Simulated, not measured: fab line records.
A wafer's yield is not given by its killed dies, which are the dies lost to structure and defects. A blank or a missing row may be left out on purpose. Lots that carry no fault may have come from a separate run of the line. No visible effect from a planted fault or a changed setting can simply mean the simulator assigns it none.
Matching of chambers + flow n5 finfet + N5_BEOL_M10_PECVD_70 on pecvd-01: 3 sister chambers
The step deposits SiO2 from TEOS/O2, target thk 20 nm, time 22.7 s. 3 wafers are shown with their chamber, then 7 later ones without.

## WAFERS WITH THEIR CHAMBER
| wafer  | chamber | showerhead plenum p Torr (Torr) |
|--------|---------|---------------------------------|
| L083.6 | 1       | 8.71                            |
| L086.4 | 0       | 8.61                            |
| L086.5 | 2       | 8.73                            |

## WAFERS MISSING THEIR CHAMBER
| wafer  | showerhead plenum p Torr (Torr) |
|--------|---------------------------------|
| L086.6 | 8.71                            |
| L085.2 | 8.72                            |
| L085.3 | 8.70                            |
| L085.6 | 8.61                            |
| L094.2 | 8.71                            |
| L094.5 | 8.70                            |
| L094.6 | 8.60                            |

## CHAMBER TAKEN BY EACH
| wafer  | from the rows above     | in truth |
|--------|-------------------------|----------|
| L086.6 | 1                       | 1        |
| L085.2 | can't be placed: 1 or 2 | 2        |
| L085.3 | 1                       | 1        |
| L085.6 | 0                       | 0        |
| L094.2 | 1                       | 1        |
| L094.5 | 1                       | 1        |
| L094.6 | 0                       | 0        |
Correct placement for 6 of the 7. Cannot be placed on the basis of these rows: 1; the candidates contain the true chamber in 1. Placed wrongly: 0.
How it was worked out, from the rows above alone: a wafer's distance from a chamber is the root of the sum, over the readings, of the square of ((its reading less the chamber's mean) divided by the reading's scatter). If the next closest chamber is less than 2 further off than the closest, the wafer can't be placed; otherwise it belongs to the closest. For every chamber, the mean is computed from those of its wafers that are shown. The scatter (one wafer shown for each chamber): square how far every hidden wafer sits from the nearest shown wafer, average those squares and take the square root.
